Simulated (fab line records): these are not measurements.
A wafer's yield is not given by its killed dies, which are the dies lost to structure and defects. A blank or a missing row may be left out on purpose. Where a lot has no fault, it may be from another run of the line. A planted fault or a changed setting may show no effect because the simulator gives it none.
Chamber matching | flow n5-finfet | 4 sister chambers for N5_PMOS_HMC_CHANNEL_EPI_CMP_21 on cmp-03
The step polishes SiGe30, target thk 54 nm. 8 wafers are shown with their chamber, then 12 later ones without.

== WAFERS PAIRED WITH THEIR CHAMBERS ==
wafer  | chamber | motor-current-A (A) | slurry-filter-dp-kPa (kPa)
L080.2 | 3       | 9.8                 | 13.36
L084.3 | 0       | 11.2                | 13.37
L084.5 | 0       | 11.2                | 13.62
L084.6 | 3       | 10.0                | 13.67
L087.3 | 1       | 13.6                | 13.42
L088.1 | 1       | 13.2                | 13.24
L088.2 | 2       | 11.9                | 13.53
L088.5 | 2       | 12.3                | 13.43

== WAFERS MISSING THEIR CHAMBER ==
wafer  | motor-current-A (A) | slurry-filter-dp-kPa (kPa)
L090.4 | 9.4                 | 13.33
L090.5 | 11.9                | 13.54
L090.6 | 12.8                | 13.39
L092.1 | 12.4                | 13.45
L092.2 | 11.8                | 13.65
L092.5 | 13.1                | 13.43
L093.1 | 11.9                | 13.48
L093.4 | 10.3                | 13.66
L093.5 | 10.1                | 13.46
L096.1 | 10.5                | 13.31
L096.3 | 11.4                | 13.64
L096.5 | 12.9                | 13.61

== EACH ONE'S CHAMBER ==
wafer  | from the rows above     | in truth
L090.4 | 3                       | 3
L090.5 | 2                       | 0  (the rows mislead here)
L090.6 | can't be placed: 1 or 2 | 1
L092.1 | 2                       | 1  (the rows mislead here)
L092.2 | can't be placed: 2 or 0 | 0
L092.5 | 1                       | 1
L093.1 | 2                       | 2
L093.4 | 3                       | 3
L093.5 | 3                       | 3
L096.1 | can't be placed: 3 or 0 | 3
L096.3 | 0                       | 0
L096.5 | can't be placed: 1 or 2 | 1
Placed correctly: 6 of 12. From these rows, 4 cannot be placed; in 4 the true chamber is one of the candidates. Placed wrongly: 2.
How it was worked out, from the rows above alone: a wafer's distance from a chamber is the root of the sum, over the readings, of the square of ((its reading less the chamber's mean) divided by the reading's scatter). The wafer belongs to the nearest chamber; if the next one is less than 2 further off, it can't be placed. The mean given for a chamber averages the wafers shown for that chamber. The scatter: take each reading less its chamber's mean, square it, sum over the shown wafers, divide by the number of wafers less the number of chambers, and take the root.
